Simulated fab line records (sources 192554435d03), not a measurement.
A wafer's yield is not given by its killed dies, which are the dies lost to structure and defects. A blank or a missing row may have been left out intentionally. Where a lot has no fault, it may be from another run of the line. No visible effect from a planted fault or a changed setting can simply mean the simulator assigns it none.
Problem report, 8D (eight disciplines) form, completed by code | flow n5-finfet | the parts of the form that need people (team, actions taken, sign-off) are left out

1. THE ISSUE
At N5_BEOL_M13_CMP_49, barrier-field-endpoint-s averages 17.0 s over 3 wafers from 3 lots, while fault-free wafers read 30.5 s, standard deviation 0.75. Relative to the usual mean, that is a shift of -18 standard deviations.
The step: polishes, stops on SiOC, t overpolish 17.1 s, target thk 420 nm.
Earliest sighting: wafer L806.2 on cmp-02 at day 13 12:43. At this step, 31 wafers from 11 lots have a number in the record. Rule for "out" (also "out of limits"): further than 4 standard deviations from the usual mean. All remaining wafers that have a number are taken as sound.

2. WHAT IT IS, WHAT IT ISN'T
question                    | is                       | is not
which readings at this step | barrier-field-endpoint-s | motor-current-A, overpolish-run-s
which lots                  | L803, L806, L807         | L799, L809, L810, L812, L813, L814, L818, L820
which wafers of those lots  | L803.2, L806.2, L807.4   | L803.1, L803.5, L806.3, L807.3
read on which tools         | cmp-02                   | cmp-01, cmp-03
when                        | from day 13 12:43        | up to then (4 sound wafers); but 24 sound wafers of L803, L807, L809, L810, L812, L813, L814, L818, L820 came after

3. SUSPECTS, AND WHAT RULES EACH OUT
Counting: any tool at a process step up to the reading remains a suspect provided it ran every lot that is out. Sound lots after the first of them don't rule it out here, since some wafers of a struck lot are sound.
- cmp-02 at N5_BEOL_M13_CMP_49 (polishes, stops on SiOC, t overpolish 17.1 s, target thk 420 nm): kept. It processed each lot that is out (first: L806, day 13 12:43); up to then, its last sound lot is L799 (day 12 02:29). Its own barrier-field-endpoint-s readings are out on those wafers.
The count leaves cmp-02 at N5_BEOL_M13_CMP_49.

4. THE CAUSE (what the simulator had put in)
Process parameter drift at N5_BEOL_M13_CMP_49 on cmp-02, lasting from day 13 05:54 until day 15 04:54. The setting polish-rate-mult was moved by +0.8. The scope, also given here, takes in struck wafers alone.
Counting left only this tool.

5. THE EFFECT CHAIN, in route order
Rows list readings where the struck wafers' mean (over those with a number) sits beyond 3 standard deviations from the usual. Only readings whose record carries a usual standard deviation are examined. hours: median over the lots of the time between each lot's start at the first step of this table that gives one and its start at this step. sigmas: the change, counted in usual standard deviations.
hours | step               | reading                  | usual  | on struck wafers | change | sigmas
0     | N5_BEOL_M13_CMP_49 | barrier-field-endpoint-s | 30.5 s | 17.0             | -13.5  | -18
It contains these process steps:
- N5_BEOL_M13_CMP_49: polishes, stops on SiOC, t overpolish 17.1 s, target thk 420 nm.

6. WHAT WOULD HAVE CAUGHT IT SOONER
In this record no reading fell out of limits until day 13 12:43, 7 hours after the fault had begun at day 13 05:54.
